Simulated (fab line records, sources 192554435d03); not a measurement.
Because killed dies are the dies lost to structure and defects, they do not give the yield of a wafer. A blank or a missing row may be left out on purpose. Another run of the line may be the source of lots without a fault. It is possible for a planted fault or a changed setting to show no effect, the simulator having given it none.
Which tool was responsible?	flow n5 finfet	27 wafers from 9 lots sampled at 4 of the route's 1938 steps

== WHAT EACH GAUGE READ, for each wafer ==
N5_STI_FIN_REVEAL_INSPECT_13: inspects for defects (darkfield).
lot	measured	on	raw defect count
L153	day 2 20:09	defect inspect-01	7 15 6
L156	day 3 19:39	defect inspect-02	17 17 10
L157	day 3 21:49	defect inspect-02	10 13 10
L159	day 4 08:26	defect inspect-01	6 7 6
L161	day 4 20:07	defect inspect-02	24 10 11
L166	day 6 01:46	defect inspect-02	385 14 10
L167	day 6 09:02	defect inspect-02	12 14 22
L168	day 6 15:04	defect inspect-01	1 21 3
L175	day 8 06:14	defect inspect-01	14 10 15

== WHICH TOOL RAN EACH LOT (tool, then ch and the chambers of the sampled wafers, then the start) ==
lot	N5_STI_FIN_REVEAL_CMP_04	N5_STI_FIN_REVEAL_OXIDATION_31	N5_STI_FIN_REVEAL_STRIP_35
L153	cmp-04 ch 1,2, day 2 16:31	plasma asher-01 ch 0, day 2 19:31	wet bench-01 ch 0,1,5, day 2 19:48
L156	cmp-04 ch 1,3, day 3 16:07	plasma asher-01 ch 0,1, day 3 19:01	wet bench-01 ch 2,4,5, day 3 19:19
L157	cmp-01 ch 1,2,3, day 3 18:19	plasma asher-01 ch 0,1, day 3 21:11	wet bench-06 ch 0,3,4, day 3 21:29
L159	cmp-04 ch 2,3, day 4 04:48	plasma asher-01 ch 0,1, day 4 07:48	wet bench-01 ch 0,3,6, day 4 08:05
L161	cmp-02 ch 0,2,3, day 4 16:30	plasma asher-02 ch 0,1, day 4 19:29	wet bench-01 ch 0,6,7, day 4 19:46
L166	cmp-04 ch 0,3, day 5 21:47	plasma asher-01 ch 0,1, day 6 01:08	wet bench-01 ch 1,3,4, day 6 01:26
L167	cmp-04 ch 2,3, day 6 05:07	plasma asher-02 ch 0,1, day 6 08:25	wet bench-06 ch 1,4,7, day 6 08:42
L168	cmp-02 ch 1,2, day 6 11:19	plasma asher-02 ch 0,1, day 6 14:25	wet bench-04 ch 0,4,6, day 6 14:43
L175	cmp-04 ch 2,3, day 8 02:33	plasma asher-01 ch 1, day 8 05:37	wet bench-06 ch 1,2,6, day 8 05:54
- N5_STI_FIN_REVEAL_CMP_04: polishes, stops on Si3N4, t overpolish 4 s, target thk 131.83 nm.
- N5_STI_FIN_REVEAL_OXIDATION_31: chemistry O2 PLASMA REMOTE, time 20 s.
- N5_STI_FIN_REVEAL_STRIP_35: strips Si3N4 in H3PO4, target depth 4 nm, time 39 s.

== THE ANSWER, worked out from the rows above alone ==
Rule: the usual values come from the lots themselves. Put in order of their means at a reading, lots are off if they are a third of the lots or fewer, leave a main group of 4 or more, and stand apart from it by a gap of 3 or more times the standard deviation of the main group's means; of several such gaps the widest counts. If all means in a main group match to the digits the tables above print for the reading, that group is not used. A lot without any number at a reading at which 4 lots or more have one is off too. Where the step has rows for the other lots, those lots are counted as sound.
Off: L166, at N5_STI_FIN_REVEAL_INSPECT_13 (raw defect count). The main group: mean 12, standard deviation 3.3.
If a tool, at a process step before that reading, ran all the lots that are off and no sound lot after the first of them, it fits. Gauges at N5_STI_FIN_REVEAL_INSPECT_13: tried the same way as those tools. One fits: wet bench-01 at N5_STI_FIN_REVEAL_STRIP_35. A fault onset in the window from L161 (day 4 19:46, its last sound lot) to L166 (day 6 01:26, its first lot off) fits.

== WHAT THE SIMULATOR HAD PUT IN ==
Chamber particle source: wet bench-01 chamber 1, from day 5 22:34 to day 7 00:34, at N5_STI_FIN_REVEAL_STRIP_35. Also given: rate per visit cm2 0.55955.
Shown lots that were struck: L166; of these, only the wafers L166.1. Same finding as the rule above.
